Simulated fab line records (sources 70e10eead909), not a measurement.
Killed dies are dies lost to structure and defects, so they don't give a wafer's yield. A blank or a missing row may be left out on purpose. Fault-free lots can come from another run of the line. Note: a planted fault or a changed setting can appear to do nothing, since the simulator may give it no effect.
Matching of chambers	flow nand harc	NHARC_A_STAIRCASE_TRIM_220 on rie diel-04 has 4 sister chambers
The step chemistry O2, time 211.2 s. 18 wafers are shown with their chamber, then 9 later ones without.

WAFERS PAIRED WITH THEIR CHAMBERS
wafer	chamber	showerhead plenum p Torr (Torr)	drypump motor current A (A)	oes product au (a.u.)
L074.1	0	3.44	5.7	1.014
L074.3	3	3.81	5.9	0.997
L074.5	1	3.77	4.9	1.012
L076.1	3	3.80	5.9	1.002
L076.4	1	3.77	4.8	1.001
L076.5	0	3.43	5.7	1.010
L082.1	2	3.47	5.5	0.996
L082.2	3	3.79	5.9	1.001
L082.3	0	3.42	5.7	1.012
L084.3	1	3.76	4.8	1.005
L084.4	2	3.47	5.6	0.997
L084.6	3	3.79	5.9	1.009
L086.1	2	3.47	5.6	1.007
L086.2	3	3.79	5.9	0.999
L086.4	1	3.75	4.8	1.005
L090.2	0	3.41	5.7	1.003
L090.4	3	3.78	5.9	0.992
L090.6	1	3.75	4.8	1.002

SIGNATURES, as means of the wafers listed above
reading	chamber 0	chamber 1	chamber 2	chamber 3	scatter within a chamber
showerhead plenum p Torr	3.4250	3.7600	3.4700	3.7933	0.0101
drypump motor current A	5.700	4.820	5.567	5.900	0.0324
oes product au	1.00975	1.00500	1.00000	1.00000	0.00519
Rule: for a wafer and a chamber, the distance is found by dividing, reading by reading, the gap between the wafer's reading and the chamber's mean by the reading's scatter, squaring, summing and taking the root. The wafer belongs to the nearest chamber; if the next one is less than 2 further off, it can't be placed. How the scatter is found: for the shown wafers, subtract from each reading the mean of its chamber, square and add these, divide the total by (wafers less chambers), then take the root.

WAFERS MISSING THEIR CHAMBER
wafer	showerhead plenum p Torr (Torr)	drypump motor current A (A)	oes product au (a.u.)
L094.2	3.77	5.9	1.013
L094.3	3.40	5.7	1.017
L094.4	3.46	5.6	1.007
L095.1	3.40	5.7	1.023
L095.2	3.46	5.6	0.997
L095.3	3.77	5.9	1.012
L097.2	3.45	5.6	0.995
L097.4	3.73	4.8	0.999
L097.6	3.39	5.7	1.016

THE CHAMBER EACH PASSED THROUGH
wafer	from the rows above	in truth
L094.2	3	3
L094.3	0	0
L094.4	2	2
L095.1	0	0
L095.2	2	2
L095.3	3	3
L097.2	2	2
L097.4	1	1
L097.6	0	0
Correct placement for 9 of the 9. Can't be placed from these rows: 0. 0 placed wrongly.
